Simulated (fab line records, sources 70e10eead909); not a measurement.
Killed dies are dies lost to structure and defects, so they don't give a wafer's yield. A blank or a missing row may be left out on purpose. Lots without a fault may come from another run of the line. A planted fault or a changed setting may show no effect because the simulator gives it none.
Chamber matching | flow nand_harc | NHARC_A_BONDPAD_ETCH_12 on rie_diel-11: 4 sister chambers
The step etches the open film in CHF3/O2, target depth 220 nm, time 110 s. 4 wafers are shown with their chamber, then 8 later ones without.

WAFERS WITH THEIR CHAMBER
wafer  | chamber | rf_vpp_V (V)
L591.1 | 2       | 367.9
L591.2 | 0       | 365.2
L593.1 | 3       | 373.5
L593.5 | 1       | 369.5

WAFERS WITHOUT THEIR CHAMBER
wafer  | rf_vpp_V (V)
L593.6 | 367.1
L595.2 | 367.1
L595.3 | 374.3
L595.6 | 374.7
L602.2 | 373.2
L602.4 | 367.3
L604.2 | 373.4
L604.4 | 371.0

WHICH CHAMBER EACH WENT THROUGH
wafer  | from the rows above          | in truth
L593.6 | can't be placed: 2 or 0 or 1 | 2
L595.2 | can't be placed: 2 or 0 or 1 | 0
L595.3 | 3                            | 3
L595.6 | 3                            | 3
L602.2 | 3                            | 3
L602.4 | can't be placed: 2 or 0 or 1 | 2
L604.2 | 3                            | 3
L604.4 | can't be placed: 1 or 3 or 2 | 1
Placed correctly: 4 of 8. Can't be placed from these rows: 4 (the true chamber is among the candidates in 4). Placed wrongly: 0.
How it was worked out, from the rows above alone: a wafer's distance from a chamber is the root of the sum, over the readings, of the square of ((its reading less the chamber's mean) divided by the reading's scatter). The wafer belongs to the nearest chamber; if the next one is less than 2 further off, it can't be placed. A chamber's mean is the mean of its shown wafers. The scatter: with one shown wafer a chamber, the root of the mean of the squares of how far each hidden wafer lies from its nearest shown one.
